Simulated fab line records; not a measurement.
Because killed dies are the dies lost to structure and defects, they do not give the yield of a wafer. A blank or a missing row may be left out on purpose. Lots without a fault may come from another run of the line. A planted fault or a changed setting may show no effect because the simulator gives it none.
Comparing a struck lot with a sound one / flow n5-finfet / 36 steps out of a route of 1938
Sound: wafers L711.1, L711.2, L711.6. The struck wafers were L710.1, L710.3, L710.5. Last of all comes the cause.
At each step with rows: each side's tool, then ch and its chambers, then its first start. Under that, the readings that differ: sound wafers / struck wafers / difference of the means / sigmas: that difference in standard deviations of wafers without a fault.
alike: same words and numbers on both sides, and readings whose means sit less than 2 such deviations apart. not compared: any withheld reading, any reading some wafer has no value for, any bound like >300 that may hide the same value, and any number with overlapping values for which the record gives no deviation.
Wherever a step has rows on one side only, a row that says differs or no value, or a row with sigmas, the two part there. Numbers that have no deviation but don't overlap get no sigmas and don't part them. Lack of a reading on every wafer of one side parts them only where that side has two or more wafers.

first, 9 steps without rows for these wafers: N5_BEOL_M4_ANNEAL_95 (time 240 s); N5_BEOL_M4_SPUTTER_96 (material Cu, target thk 4.5 nm, time 8.29 s); N5_BEOL_M4_ECD_50 (material Cu, target thk 300 nm); N5_BEOL_M4_ANNEAL_51 (time 90 s); N5_BEOL_M4_CMP_52 (polishes, stops on SiOC, t overpolish 6.8 s, target thk 40 nm); N5_BEOL_M4_PRE_CLEAN_60 (time 15 s); N5_BEOL_M4_CO_CAP_55 (material Co, precursor CCTBA/H2, target thk 2 nm, time 102.1 s); N5_BEOL_M4_PRE_CLEAN_56 (time 15 s); N5_BEOL_M4_DEP_57 (deposits SiCN from 3MS/NH3, target thk 8 nm, time 14 s).
N5_BEOL_M4_RC_MEAS_101:
  sound on prober-01 ch 0, day 13 20:53; struck on prober-01 ch 0, day 13 15:34
  alike: DIBL_N, DIBL_P, IOFF_N, IOFF_P, ION_N, ION_P, SS_N, SS_P, VT_N, VT_P
then, 24 steps without rows for these wafers: N5_BEOL_M5_ILD_DEP_00 (deposits SiCOH lowk from DEMS/porogen, target thk 140.64 nm, time 25.9 s); N5_BEOL_M5_CURE_79 (cures SiCOH lowk, time 240 s); N5_BEOL_M5_PECVD_70 (deposits SiO2 from TEOS/O2, target thk 16 nm, time 18 s); N5_BEOL_M5_HM_DEP_02 (deposits TiN, target thk 20 nm); N5_BEOL_M5_COAT_59 (time 60 s, resist thk 60 nm); N5_BEOL_M5_COAT_60 (time 60 s, resist thk 12 nm); N5_BEOL_M5_COAT_71 (time 60 s, resist thk 5 nm); N5_BEOL_M5_COAT_05 (resist thk 30 nm); N5_BEOL_M5_EBR_07; N5_BEOL_M5_SOFTBAKE_06 (time 60 s); N5_BEOL_M5_EXPOSE_08 (exposes mask M5, target cd 28 nm); N5_BEOL_M5_PEB_09 (peb time 60 s); N5_BEOL_M5_DEVELOP_10 (develop time 30 s); N5_BEOL_M5_DESCUM_16 (chemistry O2, time 7 s); N5_BEOL_M5_ETCH_72 (etches underlayer in N2/H2, target depth 6.5 nm, time 5.2 s); N5_BEOL_M5_ETCH_61 (etches SiARC in CF4, target depth 15.6 nm, time 26 s); N5_BEOL_M5_ETCH_62 (etches SOC in N2/H2, target depth 75 nm, overetch 15 nm, time 112.5 s); N5_BEOL_M5_STRIP_63 (strips in N2/H2); N5_BEOL_M5_STRIP_73 (strips in N2/H2); N5_BEOL_M5_STRIP_64 (strips in CF4); N5_BEOL_M5_HM_OPEN_17 (chemistry Cl2/BCl3, target TiN, target depth 20 nm, overetch 6 nm); N5_BEOL_M5_STRIP_19 (strips in O2); N5_BEOL_M5_COAT_65 (time 60 s, resist thk 60 nm); N5_BEOL_M5_COAT_66 (time 60 s, resist thk 12 nm).
-- here the record skips 4 days between the struck wafers' starts before and after, leaving off in module BEOL_M5 and picking up in module PASSIVATION (first step shown: number 1930 of the route) --
N5_PASSIVATION_ETCH_54: etches SiO2 in CHF3/O2, target depth 880 nm, time 440 s.
  sound on rie-diel-05 ch 1,3, day 17 23:15; struck on rie-diel-04 ch 0,2, day 17 20:04
  no value came back on the struck wafers for any of 9 readings (CHF3_flow_sccm (sccm), O2_flow_sccm (sccm) and others); on the sound wafers CHF3_flow_sccm (sccm) reads 49.80 50.02 49.91
  not compared: rf-hours-counter-h
N5_PASSIVATION_PROBE_49:
  struck on prober-01, day 17 22:50; sound on prober-02, day 18 02:02
reading=defect-limited-yield (%); sound=92.9 91.5 93.7; struck=0 0 0; difference=-93; sigmas=-71
reading=killed-at-other; sound=4 1 1; struck=1080 1056 1099; difference=+1076; sigmas=+99 or more
reading=killed-dies; sound=84 100 74; struck=1180 1180 1180; difference=+1094; sigmas=+73
reading=killed-on-rim; sound=14 16 7; struck=152 152 152; difference=+140; sigmas=+41
reading=sort_bin_5_function (%); sound=4.4 5.2 4.2; struck=96.1 95.5 97.6; difference=+91.8; sigmas=+99 or more
reading=sort-n-pass; sound=1096 1080 1106; struck=0 0 0; difference=-1094; sigmas=-73
reading=sort-yield-pct (%); sound=92.9 91.5 93.7; struck=0 0 0; difference=-93; sigmas=-71
  alike: killed_at_M0_to_M3, killed_at_M4_up, killed-at-contacts, killed-at-front-end, killed-open, killed-short, sort_bin_6_memory

## WHERE THEY PART
Earliest at N5_PASSIVATION_ETCH_54; latest, in this record, at N5_PASSIVATION_PROBE_49.

WHY: whatever the simulator had introduced
Beginning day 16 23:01, the whole step at N5_PASSIVATION_ETCH_54 was skipped on rie-diel-04. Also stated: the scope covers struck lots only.
